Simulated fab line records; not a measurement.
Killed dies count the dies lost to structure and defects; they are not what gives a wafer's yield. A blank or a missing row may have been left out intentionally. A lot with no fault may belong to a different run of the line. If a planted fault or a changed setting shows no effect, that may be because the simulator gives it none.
Comparing a struck lot with a sound one + flow n5_finfet + 34 out of 1938 route steps
Sound: wafers L931.1, L931.2, L931.5. Struck: wafers L940.2, L940.3, L940.5. The cause is given at the end.
Per side, at each step with rows, come the tool, then ch with its chambers, and then its first start. Under that, the readings that differ: sound wafers + struck wafers + difference of the means + sigmas: that difference in standard deviations of wafers without a fault.
alike: same words and numbers on both sides, and readings whose means sit less than 2 such deviations apart. not compared: any withheld reading, any reading some wafer has no value for, any bound like >300 that may hide the same value, and any number with overlapping values for which the record gives no deviation.
A row with sigmas, a row that says differs or no value, or rows on one side alone: a step with any of these is where the two part. Numbers that don't overlap but have no deviation are shown without sigmas and don't part them. A reading that every wafer of one side lacks parts them only if that side has two wafers or more.

first, 10 steps without rows for these wafers: N5_BEOL_M8_TRENCH_ETCH_37 (etches SiCOH lowk in C4F6/O2, target depth 93.478 nm, time 31.2 s); N5_BEOL_M8_ETCH_41 (etches SiCN in CH3F/O2, target depth 31.9 nm, time 57.8 s); N5_BEOL_M8_STRIP_80 (strips in N2/H2, time 10 s); N5_BEOL_M8_HM_STRIP_39 (strips TiN in peroxide tin strip, target depth 25 nm, time 158 s); N5_BEOL_M8_SRD_40 (time 30 s); N5_BEOL_M8_PRECLEAN_42 (cleans in residue remover, time 60 s); N5_BEOL_M8_SRD_43 (time 30 s); N5_BEOL_M8_CURE_75 (cures SiCOH lowk, time 120 s); N5_BEOL_M8_DEGAS_44 (time 60 s); N5_BEOL_M8_PRE_CLEAN_45 (time 30 s).
N5_BEOL_M8_ALD_77: deposits TaN, target thk 2 nm, pulse time 2 s, purge time 3 s.
  sound on ald_metal-01 ch 2,3, day 9 22:53; struck on ald_metal-04 ch 0,3, day 12 06:05
  alike: heater_power_w
  not compared: since_wet_clean_h
then, 22 steps without rows for these wafers: N5_BEOL_M8_SURFACE_TREAT_79; N5_BEOL_M8_CVD_78 (deposits Co from CCTBA/H2, target thk 2 nm, time 142.3 s); N5_BEOL_M8_SPUTTER_48 (material Cu, target thk 10 nm, time 1.667 s); N5_BEOL_M8_ECD_50 (material Cu, target thk 300 nm); N5_BEOL_M8_ANNEAL_51 (time 90 s); N5_BEOL_M8_CMP_52 (polishes, stops on SiCOH lowk, t overpolish 6.9 s, target thk 80 nm); N5_BEOL_M8_PRE_CLEAN_55 (time 15 s); N5_BEOL_M8_DEP_56 (deposits SiCN from 3MS/NH3, target thk 10 nm, time 17.5 s); N5_BEOL_M9_ILD_DEP_00 (deposits SiCOH lowk from DEMS/porogen, target thk 308.51 nm, time 58 s); N5_BEOL_M9_CURE_71 (cures SiCOH lowk, time 240 s); N5_BEOL_M9_PECVD_70 (deposits SiO2 from TEOS/O2, target thk 20 nm, time 22.7 s); N5_BEOL_M9_HM_DEP_02 (deposits TiN, target thk 20 nm); N5_BEOL_M9_COAT_59 (time 60 s, resist thk 100 nm); N5_BEOL_M9_COAT_60 (time 60 s, resist thk 30 nm); N5_BEOL_M9_COAT_05 (resist thk 90 nm); N5_BEOL_M9_EBR_07; N5_BEOL_M9_SOFTBAKE_06 (time 60 s); N5_BEOL_M9_EXPOSE_08 (exposes mask M9); N5_BEOL_M9_PEB_09 (peb time 60 s); N5_BEOL_M9_DEVELOP_10 (develop time 30 s); N5_BEOL_M9_DESCUM_16 (chemistry O2, time 7.9 s); N5_BEOL_M9_ETCH_61 (etches SiARC in CF4, target depth 39 nm, time 65 s).
-- the record jumps here: 3 days lie between the struck wafers' starts before and after (it left off in module BEOL_M9 and takes up again in module PASSIVATION, whose first step shown is number 1936 of the route) --
N5_PASSIVATION_PROBE_49:
  sound on prober-02 at day 12 13:43; struck on prober-02 at day 15 03:20
| reading                  | sound          | struck         | difference | sigmas |
|--------------------------|----------------|----------------|------------|--------|
| defect_limited_yield (%) | 91.6 94.7 90.6 | 81.7 86.9 78.6 | -9.9       | -7     |
| killed_at_M4_up          | 9 6 10         | 147 85 154     | +120       | +26    |
| killed_at_contacts       | 35 20 28       | 10 3 9         | -20        | -3     |
| killed_dies              | 99 62 111      | 216 155 252    | +117       | +7     |
| killed_on_rim            | 11 6 12        | 24 31 37       | +21        | +5     |
| sort_bin_5_function (%)  | 4.2 2.5 5.3    | 10.4 8.4 13.7  | +6.8       | +7     |
| sort_n_pass              | 1081 1118 1069 | 964 1025 928   | -117       | -5     |
| sort_yield_pct (%)       | 91.6 94.7 90.6 | 81.7 86.9 78.6 | -9.9       | -5     |
  alike: killed_at_M0_to_M3, killed_at_front_end, killed_at_other, killed_open, killed_short, sort_bin_6_memory

== WHERE THEY PART ==
Within this record, at N5_PASSIVATION_PROBE_49 only.

WHY: what the simulator had put in
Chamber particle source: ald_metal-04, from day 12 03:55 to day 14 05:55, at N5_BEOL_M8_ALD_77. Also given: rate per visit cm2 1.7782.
